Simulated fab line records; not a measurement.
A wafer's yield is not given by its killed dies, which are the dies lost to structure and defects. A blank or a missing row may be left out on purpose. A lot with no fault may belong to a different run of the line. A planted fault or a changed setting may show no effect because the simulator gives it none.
Split-lot trial    flow n5_finfet    on a route of 1938 steps: 7 lots, 21 wafers read

## THE SPLIT
At N5_BEOL_M0_SAQP_COAT_08 (resist thk 90 nm), the setting spin_rpm was moved away from the recipe's 1500 rpm on 9 of the 21 wafers read, by -8.5% to -3.7%. All remaining wafers had this setting at the recipe value.

## FROM THE SPLIT TO THE READING: what the file shows between them, 4 steps
- N5_BEOL_M0_SAQP_EBR_10
- N5_BEOL_M0_SAQP_SOFTBAKE_09: time 60 s
- N5_BEOL_M0_SAQP_EXPOSE_11: exposes mask M0 CORE, target cd 42 nm
- N5_BEOL_M0_SAQP_PEB_12: peb time 60 s

## THE READING
CAR-ArF_of_BEOL_M0_SAQP_COAT_08.thk_nm (the simulator's own value, which no gauge read), in nm, at N5_BEOL_M0_SAQP_DEVELOP_13 (develop time 30 s). The file does not state a usual value for it. The 12 wafers here that ran the recipe average 88.2 nm, standard deviation 0.38 nm.

wafer   tool, chamber at the split  spin_rpm as run, rpm  against the recipe  CAR-ArF_of_BEOL_M0_SAQP_COAT_08.thk_nm, nm  against lot-mates on the recipe
L074.4  litho_track-03, 0           1500                  recipe              87.8                                        -
L074.6  litho_track-03, 0           1500                  recipe              87.8                                        -
L074.5  litho_track-03, 0           1415                  -5.7%               90.4                                        +2.6
L075.2  litho_track-02, 0           1500                  recipe              88.8                                        -
L075.4  litho_track-02, 0           1435                  -4.3%               90.8                                        +2.1
L075.6  litho_track-02, 0           1500                  recipe              88.6                                        -
L078.2  litho_track-02, 0           1444                  -3.7%               90                                          +1.5
L078.3  litho_track-02, 0           1500                  recipe              88.6                                        -
L078.5  litho_track-02, 0           1500                  recipe              88.4                                        -
L080.4  litho_track-01, 0           1500                  recipe              88.8                                        -
L080.5  litho_track-01, 0           1373                  -8.5%               92.6                                        +3.8
L080.6  litho_track-01, 0           1373                  -8.5%               92.4                                        +3.6
L083.2  litho_track-02, 0           1373                  -8.5%               92.6                                        +4.6
L083.3  litho_track-02, 0           1500                  recipe              88                                          -
L083.4  litho_track-02, 0           1373                  -8.5%               92.2                                        +4.2
L085.2  litho_track-01, 0           1500                  recipe              88                                          -
L085.3  litho_track-01, 0           1500                  recipe              88.4                                        -
L085.4  litho_track-01, 0           1500                  recipe              87.8                                        -
L086.3  litho_track-01, 0           1500                  recipe              88                                          -
L086.5  litho_track-01, 0           1425                  -5.0%               90.4                                        +2.4
L086.6  litho_track-01, 0           1425                  -5.0%               90.4                                        +2.4

THE FIT
A straight line over all 21 wafers: CAR-ArF_of_BEOL_M0_SAQP_COAT_08.thk_nm changes by -0.484 nm for each +1% of spin_rpm; r = -0.98; the points scatter about the line by 0.37 nm.
The same after taking each lot's own level away (the mean of its wafers on the recipe; 21 wafers): -0.476 nm for each +1%; r = -0.99; scatter 0.22 nm.
On that fit, the largest move of spin_rpm shifts the reading by 4 nm.
The span of the lots' own levels, 87.80 to 88.80 nm, comes to 2.7 times the standard deviation stated above.
Hence the lot-to-lot level has little effect on the slope; both slopes agree.
Check: +4.07 nm against its lot-mates is what the line predicts for one of the wafers moved furthest among these (-8.5%) when that wafer is left out of the fit. It came out at +3.8 nm against them.

## ADDITIONAL SPLITS CARRIED BY THESE WAFERS
Note: prior to the reading, these wafers also went through further splits. Each is held against what the fit with the lots' levels taken away leaves over:
other split on the same wafers          wafers away from the commonest value  r with CAR-ArF_of_BEOL_M0_SAQP_COAT_08.thk_nm (lot level and that fit taken away)
N5_MOL_CONTACT_COAG_EXPOSE_05 dose_mj   5                                     +0.01
N5_MOL_CONTACT_COAG_ALD_131 ald_cycles  4                                     -0.13
N5_BEOL_M0_SAQP_PECVD_04 time_s         7                                     -0.02

## THE WHOLE CHAIN: every reading that the file lists as answering this split, in the file's order
step                        what it does       reading                                                                                  change (the file's fit)                r (the file's)
N5_BEOL_M0_SAQP_COAT_08     resist thk 90 nm   CAR-ArF_of_BEOL_M0_SAQP_COAT_08.thk_nm (the simulator's own value, which no gauge read)  -0.478 nm for each +1% of the setting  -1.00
N5_BEOL_M0_SAQP_DEVELOP_13  develop time 30 s  CAR-ArF_of_BEOL_M0_SAQP_COAT_08.thk_nm (the simulator's own value, which no gauge read)  -0.472 nm for each +1% of the setting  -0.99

## THE FILE'S OWN FIT
CAR-ArF_of_BEOL_M0_SAQP_COAT_08.thk_nm changes by -0.472 nm for each +1% of spin_rpm, r = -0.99.
